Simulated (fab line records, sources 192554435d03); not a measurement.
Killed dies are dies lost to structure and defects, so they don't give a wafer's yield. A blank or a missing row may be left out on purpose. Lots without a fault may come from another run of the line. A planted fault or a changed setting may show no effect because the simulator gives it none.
Split-lot experiment | flow n5_finfet | 4 lots, 21 wafers read, on a route of 1938 steps

THE SPLIT
At N5_BEOL_M0_SAQP_PECVD_96 (deposits a-Si from SiH4/He, target thk 45 nm, time 45.2 s), the setting time_s was moved away from the recipe's 45.2 s on 9 of the 21 wafers read, by -7.0% to +13.7%. The other wafers ran this setting at the recipe's value.

The reading is taken at the split's own step.

THE READING
a-Si_of_BEOL_M0_SAQP_PECVD_96.thk_nm (the simulator's own value, which no gauge read), in nm, at N5_BEOL_M0_SAQP_PECVD_96 (deposits a-Si from SiH4/He, target thk 45 nm, time 45.2 s). The file gives no usual value for it. The 12 wafers here that ran the recipe average 44.9 nm, standard deviation 0.66 nm.

wafer  | tool, chamber at the split | time_s as run, s | against the recipe | a-Si_of_BEOL_M0_SAQP_PECVD_96.thk_nm, nm | against lot-mates on the recipe
L077.1 | pecvd-01, 0                | 45.2             | recipe             | 44.6                                     | -
L077.2 | pecvd-01, 1                | 51.37            | +13.7%             | 51.2                                     | +6.1
L077.3 | pecvd-01, 2                | 45.2             | recipe             | 45                                       | -
L077.4 | pecvd-01, 0                | 51.37            | +13.7%             | 51.8                                     | +6.7
L077.5 | pecvd-01, 2                | 45.2             | recipe             | 45.8                                     | -
L077.6 | pecvd-01, 1                | 51.37            | +13.7%             | 51.4                                     | +6.3
L083.4 | pecvd-03, 1,0              | 45.2             | recipe             | 45.4                                     | -
L083.6 | pecvd-03, 1,0              | 45.2             | recipe             | 45.4                                     | -
L083.5 | pecvd-03, 2                | 45.2             | recipe             | 45.8                                     | -
L084.1 | pecvd-02, 1                | 47.93            | +6.0%              | 47.4                                     | +2.7
L084.2 | pecvd-02, 2                | 47.93            | +6.0%              | 46.4                                     | +1.7
L084.3 | pecvd-02, 0                | 45.2             | recipe             | 44.2                                     | -
L084.4 | pecvd-02, 1                | 45.2             | recipe             | 45.4                                     | -
L084.5 | pecvd-02, 0                | 45.2             | recipe             | 44.6                                     | -
L084.6 | pecvd-02, 2                | 47.93            | +6.0%              | 47.8                                     | +3.1
L089.1 | pecvd-01, 0                | 45.2             | recipe             | 43.6                                     | -
L089.2 | pecvd-01, 1,0              | 45.2             | recipe             | 44.4                                     | -
L089.5 | pecvd-01, 1,0              | 45.2             | recipe             | 44.4                                     | -
L089.3 | pecvd-01, 2                | 42.02            | -7.0%              | 41.2                                     | -2.9
L089.4 | pecvd-01, 1,2              | 42.02            | -7.0%              | 41.6                                     | -2.5
L089.6 | pecvd-01, 1,2              | 42.02            | -7.0%              | 41.6                                     | -2.5
Where a row lists several chambers, the file gives one row for several wafers and doesn't say which wafer went through which chamber.

THE FIT
A straight line over all 21 wafers: a-Si_of_BEOL_M0_SAQP_PECVD_96.thk_nm changes by +0.473 nm for each +1% of time_s; r = +0.98; the points scatter about the line by 0.62 nm.
The same after taking each lot's own level away (the mean of its wafers on the recipe; 21 wafers): +0.437 nm for each +1%; r = +0.99; scatter 0.47 nm.
On that fit, the largest move of time_s shifts the reading by 6 nm.
The lots' own levels span 44.13 to 45.53 nm, that is 2.1 times the standard deviation above.
So the lot-to-lot level changes the slope little: the two slopes agree.
Check: with one of the wafers moved furthest among these (+13.7%) left out of the fit, the line predicts +6.05 nm for it against its lot-mates. It came out at +6.07 nm against them.

OTHER SPLITS ON THESE WAFERS
These wafers also went through other splits before the reading. Each is held against what the fit with the lots' levels taken away leaves over:
other split on the same wafers        | wafers away from the commonest value | r with a-Si_of_BEOL_M0_SAQP_PECVD_96.thk_nm (lot level and that fit taken away)
N5_MOL_CONTACT_COAG_EXPOSE_37 dose_mj | 9                                    | +0.25

THE FILE'S OWN FIT
a-Si_of_BEOL_M0_SAQP_PECVD_96.thk_nm changes by +0.441 nm for each +1% of time_s, r = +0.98.
